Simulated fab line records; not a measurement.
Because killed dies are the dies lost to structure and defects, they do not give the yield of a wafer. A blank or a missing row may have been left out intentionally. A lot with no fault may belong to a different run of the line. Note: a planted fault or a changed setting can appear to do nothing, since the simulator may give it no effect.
Matching of chambers    flow n5 finfet    N5_HKMG_FIN_ETCH_55 on rie diel-04: 4 sister chambers
The step etches SOC in N2/H2, target depth 240 nm, time 300 s. 18 wafers are shown with their chamber, then 9 later ones without.

EACH WAFER AND ITS CHAMBER
wafer   chamber  drypump motor current A (A)  showerhead plenum p Torr (Torr)  throttle valve pct (%)
L074.1  1        5.3                          2.62                             17.91
L074.2  3        5.6                          2.44                             17.80
L074.3  2        4.8                          2.49                             17.53
L076.3  3        5.7                          2.43                             17.81
L076.4  2        4.8                          2.48                             17.53
L076.6  3        5.7                          2.43                             17.80
L088.2  2        4.8                          2.48                             17.58
L088.5  2        4.8                          2.48                             17.58
L088.6  3        5.7                          2.42                             17.83
L089.3  2        4.8                          2.47                             17.58
L089.4  1        5.3                          2.61                             17.98
L089.5  3        5.6                          2.42                             17.85
L090.2  3        5.7                          2.42                             17.84
L090.3  0        5.9                          2.42                             18.02
L090.4  0        5.8                          2.42                             18.00
L092.2  2        4.8                          2.47                             17.59
L092.5  0        5.9                          2.42                             18.03
L092.6  3        5.6                          2.42                             17.87

SIGNATURES (averages over the wafers above)
reading                   chamber 0  chamber 1  chamber 2  chamber 3  scatter within a chamber
drypump motor current A   5.867      5.300      4.800      5.657      0.0412
showerhead plenum p Torr  2.4200     2.6150     2.4783     2.4257     0.0071
throttle valve pct        18.0167    17.9450    17.5650    17.8286    0.028
Rule: for a wafer and a chamber, the distance is found by dividing, reading by reading, the gap between the wafer's reading and the chamber's mean by the reading's scatter, squaring, summing and taking the root. If the next closest chamber is less than 2 further off than the closest, the wafer can't be placed; otherwise it belongs to the closest. The scatter is the square root of a quotient: the sum, over the shown wafers, of each reading's squared deviation from its chamber's mean, divided by wafers minus chambers.

WAFERS WHOSE CHAMBER IS MISSING
wafer   drypump motor current A (A)  showerhead plenum p Torr (Torr)  throttle valve pct (%)
L094.4  5.3                          2.60                             17.98
L094.5  5.3                          2.60                             17.99
L094.6  4.8                          2.47                             17.59
L095.2  5.6                          2.42                             17.85
L095.4  4.8                          2.47                             17.62
L095.5  5.3                          2.60                             17.99
L097.4  5.9                          2.42                             18.05
L097.5  4.8                          2.47                             17.61
L097.6  5.3                          2.60                             17.99

WHICH CHAMBER EACH ONE RAN IN
wafer   from the rows above  in truth
L094.4  1                    1
L094.5  1                    1
L094.6  2                    2
L095.2  3                    3
L095.4  2                    2
L095.5  1                    1
L097.4  0                    0
L097.5  2                    2
L097.6  1                    1
Correctly placed: 9 of 9. Not placeable from these rows: 0. Number placed wrongly: 0.
